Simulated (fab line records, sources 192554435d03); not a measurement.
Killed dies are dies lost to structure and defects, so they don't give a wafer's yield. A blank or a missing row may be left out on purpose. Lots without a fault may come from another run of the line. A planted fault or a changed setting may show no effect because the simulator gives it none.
Chamber matching | flow n5_finfet | N5_BEOL_M7_CMP_52 on cmp-03: 4 sister chambers
The step polishes, stops on SiCOH lowk, t overpolish 6.9 s, target thk 80 nm. 8 wafers are shown with their chamber, then 11 later ones without.

WAFERS WITH THEIR CHAMBER
wafer  | chamber | motor_current_A (A) | time_to_endpoint_s (s)
L075.2 | 0       | 6.8                 | 62
L078.2 | 0       | 6.4                 | 62
L083.2 | 2       | 5.6                 | 64
L083.6 | 3       | 5.7                 | 59
L084.1 | 2       | 5.8                 | 64
L084.2 | 1       | 6.0                 | 64
L084.6 | 3       | 5.6                 | 65
L087.1 | 1       | 6.2                 | 67

WAFERS WITHOUT THEIR CHAMBER
wafer  | motor_current_A (A) | time_to_endpoint_s (s)
L087.5 | 5.8                 | 65
L087.6 | 6.0                 | 67
L088.1 | 7.0                 | 64
L088.4 | 5.8                 | 68
L088.5 | 5.8                 | 63
L090.3 | 5.6                 | 63
L090.5 | 6.6                 | 63
L090.6 | 6.0                 | 64
L096.1 | 6.1                 | 61
L096.4 | 5.9                 | 62
L096.6 | 6.7                 | 61

WHICH CHAMBER EACH WENT THROUGH
wafer  | from the rows above               | in truth
L087.5 | can't be placed: 2 or 3 or 1      | 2
L087.6 | can't be placed: 1 or 2           | 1
L088.1 | 0                                 | 0
L088.4 | can't be placed: 2 or 1 or 3      | 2
L088.5 | can't be placed: 2 or 3 or 1      | 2
L090.3 | can't be placed: 3 or 2           | 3
L090.5 | 0                                 | 0
L090.6 | can't be placed: 1 or 2 or 3      | 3
L096.1 | can't be placed: 1 or 3 or 2 or 0 | 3
L096.4 | can't be placed: 2 or 3 or 1      | 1
L096.6 | 0                                 | 0
Placed correctly: 3 of 11. Can't be placed from these rows: 8 (the true chamber is among the candidates in 8). Placed wrongly: 0.
How it was worked out, from the rows above alone: a wafer's distance from a chamber is the root of the sum, over the readings, of the square of ((its reading less the chamber's mean) divided by the reading's scatter). The wafer belongs to the nearest chamber; if the next one is less than 2 further off, it can't be placed. A chamber's mean is the mean of its shown wafers. The scatter: the root of (the sum of the squares of (reading less its chamber's mean) over the shown wafers, divided by (wafers less chambers)).
